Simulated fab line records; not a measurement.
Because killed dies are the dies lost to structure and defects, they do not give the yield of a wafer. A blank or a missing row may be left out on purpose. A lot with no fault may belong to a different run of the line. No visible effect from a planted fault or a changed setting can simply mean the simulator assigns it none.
Chamber matching :: flow n5-finfet :: 3 sister chambers for N5_BEOL_M10_CURE_71 on uv-cure-02
The step cures SiCOH lowk, time 240 s. 6 wafers are shown with their chamber, then 11 later ones without.

## WAFERS PAIRED WITH THEIR CHAMBERS
wafer: L083.5
chamber: 2
lamp-power-pct (%): 52.34
wafer_temp_C_max: 386.0

wafer: L086.3
chamber: 0
lamp-power-pct (%): 52.32
wafer_temp_C_max: 386.1

wafer: L086.4
chamber: 0
lamp-power-pct (%): 52.24
wafer_temp_C_max: 386.2

wafer: L088.5
chamber: 1
lamp-power-pct (%): 52.33
wafer_temp_C_max: 386.8

wafer: L088.6
chamber: 1
lamp-power-pct (%): 52.31
wafer_temp_C_max: 386.8

wafer: L089.4
chamber: 2
lamp-power-pct (%): 52.41
wafer_temp_C_max: 386.7

## WAFERS WITH NO CHAMBER GIVEN
wafer: L089.5
lamp-power-pct (%): 52.26
wafer_temp_C_max: 386.5

wafer: L089.6
lamp-power-pct (%): 52.34
wafer_temp_C_max: 386.4

wafer: L090.3
lamp-power-pct (%): 52.20
wafer_temp_C_max: 386.1

wafer: L090.5
lamp-power-pct (%): 52.33
wafer_temp_C_max: 386.1

wafer: L090.6
lamp-power-pct (%): 52.36
wafer_temp_C_max: 386.3

wafer: L094.1
lamp-power-pct (%): 52.43
wafer_temp_C_max: 386.1

wafer: L094.2
lamp-power-pct (%): 52.32
wafer_temp_C_max: 386.4

wafer: L094.6
lamp-power-pct (%): 52.25
wafer_temp_C_max: 386.1

wafer: L092.1
lamp-power-pct (%): 52.35
wafer_temp_C_max: 385.8

wafer: L092.3
lamp-power-pct (%): 52.29
wafer_temp_C_max: 386.3

wafer: L092.6
lamp-power-pct (%): 52.35
wafer_temp_C_max: 386.0

## CHAMBER TAKEN BY EACH
wafer: L089.5
from the rows above: can't be placed: 0 or 1 or 2
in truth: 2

wafer: L089.6
from the rows above: can't be placed: 2 or 1 or 0
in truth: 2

wafer: L090.3
from the rows above: can't be placed: 0 or 1
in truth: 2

wafer: L090.5
from the rows above: can't be placed: 0 or 2 or 1
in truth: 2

wafer: L090.6
from the rows above: can't be placed: 2 or 0 or 1
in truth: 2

wafer: L094.1
from the rows above: can't be placed: 2 or 0 or 1
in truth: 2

wafer: L094.2
from the rows above: can't be placed: 0 or 2 or 1
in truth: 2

wafer: L094.6
from the rows above: 0
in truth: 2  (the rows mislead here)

wafer: L092.1
from the rows above: can't be placed: 2 or 0 or 1
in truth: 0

wafer: L092.3
from the rows above: can't be placed: 0 or 1 or 2
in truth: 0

wafer: L092.6
from the rows above: can't be placed: 2 or 0 or 1
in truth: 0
Placed correctly: 0 of 11. Cannot be placed on the basis of these rows: 10; the candidates contain the true chamber in 9. Number placed wrongly: 1.
How it was worked out, from the rows above alone: a wafer's distance from a chamber is the root of the sum, over the readings, of the square of ((its reading less the chamber's mean) divided by the reading's scatter). The wafer belongs to the nearest chamber; if the next one is less than 2 further off, it can't be placed. The mean given for a chamber averages the wafers shown for that chamber. The scatter: take each reading less its chamber's mean, square it, sum over the shown wafers, divide by the number of wafers less the number of chambers, and take the root.
